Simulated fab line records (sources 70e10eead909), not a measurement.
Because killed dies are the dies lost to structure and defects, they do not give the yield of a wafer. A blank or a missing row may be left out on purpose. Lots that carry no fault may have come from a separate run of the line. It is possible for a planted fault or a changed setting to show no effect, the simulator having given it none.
Matching of chambers    flow nand harc    NHARC_A_STAIRCASE_ETCH_253 on rie diel-13 has 4 sister chambers
The step etches the open film in C4F8/O2, target depth 50 nm, time 20.2 s. 4 wafers are shown with their chamber, then 7 later ones without.

EACH WAFER AND ITS CHAMBER
wafer   chamber  rf vpp V (V)
L085.3  2        900
L088.6  0        900
L092.4  1        899
L092.5  3        906

WAFERS WITH NO CHAMBER GIVEN
wafer   rf vpp V (V)
L092.6  899
L093.2  900
L093.4  901
L093.6  906
L097.1  905
L097.2  899
L097.3  900

CHAMBER TAKEN BY EACH
wafer   from the rows above           in truth
L092.6  can't be placed: 1 or 0 or 2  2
L093.2  can't be placed: 0 or 2 or 1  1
L093.4  can't be placed: 0 or 2 or 1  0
L093.6  3                             3
L097.1  3                             3
L097.2  can't be placed: 1 or 0 or 2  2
L097.3  can't be placed: 0 or 2 or 1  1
Correctly placed: 2 of 7. Unplaceable from these rows: 5, with the true chamber sitting among the candidates in 5. 0 placed wrongly.
How it was worked out, from the rows above alone: a wafer's distance from a chamber is the root of the sum, over the readings, of the square of ((its reading less the chamber's mean) divided by the reading's scatter). The wafer belongs to the nearest chamber; if the next one is less than 2 further off, it can't be placed. For every chamber, the mean is computed from those of its wafers that are shown. The scatter: with one shown wafer a chamber, the root of the mean of the squares of how far each hidden wafer lies from its nearest shown one.
